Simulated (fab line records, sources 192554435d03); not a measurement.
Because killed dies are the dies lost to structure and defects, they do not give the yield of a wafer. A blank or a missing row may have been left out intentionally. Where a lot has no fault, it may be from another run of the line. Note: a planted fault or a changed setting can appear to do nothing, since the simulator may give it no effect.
A struck lot beside a sound one | flow n5_finfet | 27 steps out of a route of 1938
Sound: these wafers, L728.2, L728.3, L728.5. Struck: wafer L736.6. (L736.3, L736.4 of the same lot were not struck and are left out.) The cause comes at the end.
Each step with rows lists, per side, the tool, then ch with its chambers, then its first start. Under that, the readings that differ: sound wafers | struck wafers | difference of the means | sigmas: that difference in standard deviations of wafers without a fault.
alike: a reading whose means differ by less than 2 such deviations, as well as words and numbers matching on both sides. not compared: withheld readings; readings where some wafer has no value; bounds like >300 that might hide an equal value; numbers whose values overlap and for which the record gives no deviation.
The two part at a step that has a row with sigmas, a row that says differs or no value, or rows on one side only. Numbers that don't overlap but have no deviation are shown without sigmas and don't part them. A reading missing from all wafers of one side parts the sides only when that side holds two or more wafers.

first, 1 step without rows for these wafers: N5_BEOL_M12_PRE_CLEAN_42 (time 30 s).
N5_BEOL_M12_SPUTTER_43: material TaN, target thk 15 nm, time 24.19 s.
  sound on pvd_sputter-01, day 14 21:29; struck on pvd_sputter-02, day 16 15:38
  alike: susceptor_temp_C, throttle_valve_pct
N5_BEOL_M12_SPUTTER_44: material Ta, target thk 10 nm, time 16.13 s.
  sound on pvd_sputter-01, day 14 21:34; struck on pvd_sputter-02, day 16 15:43
  alike: susceptor_temp_C, throttle_valve_pct
N5_BEOL_M12_SPUTTER_45: material Cu, target thk 80 nm, time 13.33 s.
  sound on pvd_sputter-01, day 14 21:39; struck on pvd_sputter-02, day 16 15:48
  alike: susceptor_temp_C, throttle_valve_pct
then, 1 step without rows for these wafers: N5_BEOL_M12_ECD_47 (material Cu, target thk 720 nm).
N5_BEOL_M12_ANNEAL_48: time 90 s.
  sound on rtp_anneal-02 ch 0, day 14 22:37; struck on rtp_anneal-01 ch 0, day 16 16:09
  alike: wafer_temp_C_max
N5_BEOL_M12_CMP_49: polishes, stops on SiOC, t overpolish 20.6 s, target thk 320 nm.
  sound on cmp-02 ch 0,1,2, day 14 22:56; struck on cmp-02 ch 3, day 16 16:21
  reading                   | sound                | struck | difference | sigmas
  clearing_platen_rpm (rpm) | 50.050 50.025 50.018 | 49.981 | -0.050     | -2
  alike: barrier_field_endpoint_s, motor_current_A, overpolish_run_s
N5_BEOL_M12_THK_MEAS_50: measures by xrf.
  sound on film_metro-02, day 14 23:10; struck on film_metro-01, day 16 16:39
  alike: M12_THK
then, 2 steps without rows for these wafers: N5_BEOL_M12_PRE_CLEAN_52 (time 15 s); N5_BEOL_M12_DEP_53 (deposits SiCN from 3MS/NH3, target thk 30 nm, time 10.5 s).
N5_BEOL_M12_RS_MEAS_54: measurement is done with a four-point probe.
  sound on film_metro-02, day 14 23:17; struck on film_metro-01, day 16 16:47
  alike: M12_RS
N5_BEOL_M12_INSPECT_55: inspects for defects (darkfield).
  sound on defect_inspect-01, day 14 23:19; struck on defect_inspect-02, day 16 16:48
  alike: raw_defect_count
N5_BEOL_M13_ILD_DEP_00: deposits SiOC from DEMS/O2, target thk 837.92 nm, time 166.4 s.
  sound on pecvd-03 ch 0,1,2, day 14 23:21; struck on pecvd-01 ch 2, day 16 16:50
  alike: heater_power_w, showerhead_plenum_p_Torr, susceptor_temp_C, throttle_valve_pct
N5_BEOL_M13_THK_MEAS_01:
  sound on film_metro-01, day 14 23:30; struck on film_metro-02, day 16 16:59
  alike: M13_ILD_THK
then, 8 steps without rows for these wafers: N5_BEOL_M13_COAT_58 (time 60 s, resist thk 89 nm); N5_BEOL_M13_COAT_04 (resist thk 400 nm); N5_BEOL_M13_EBR_06; N5_BEOL_M13_SOFTBAKE_05 (time 60 s); N5_BEOL_M13_EXPOSE_07 (exposes mask V12); N5_BEOL_M13_PEB_08 (peb time 90 s); N5_BEOL_M13_DEVELOP_09 (develop time 45 s); N5_BEOL_M13_HARDBAKE_14 (time 120 s).
N5_BEOL_M13_CD_MEAS_10: the cd target is 190 nm.
  sound on cd_sem-02 ch 0, day 14 23:56; struck on cd_sem-03 ch 0, day 16 17:17
  alike: cd_nm
N5_BEOL_M13_OVL_MEAS_11:
  sound on overlay-02 ch 0, day 14 23:58; struck on overlay-01 ch 0, day 16 17:19
  alike: V12_OVL
N5_BEOL_M13_INSPECT_12: inspects for defects (macro).
  sound on defect_inspect-02, day 14 23:59; struck on defect_inspect-02, day 16 17:21
  reading          | sound | struck | difference | sigmas
  raw_defect_count | 3 2 1 | 265    | +263       | +99 or more
then, 1 step without rows for these wafers: N5_BEOL_M13_DESCUM_15 (chemistry O2, time 7.9 s).
N5_PASSIVATION_PROBE_49:
  rows exist in the record for the struck wafers here (prober-02, day 18 06:53), but not for the sound ones

== WHERE THEY PART ==
Last at N5_PASSIVATION_PROBE_49 as far as this record goes, first at N5_BEOL_M12_CMP_49.

WHY: what the simulator had put in
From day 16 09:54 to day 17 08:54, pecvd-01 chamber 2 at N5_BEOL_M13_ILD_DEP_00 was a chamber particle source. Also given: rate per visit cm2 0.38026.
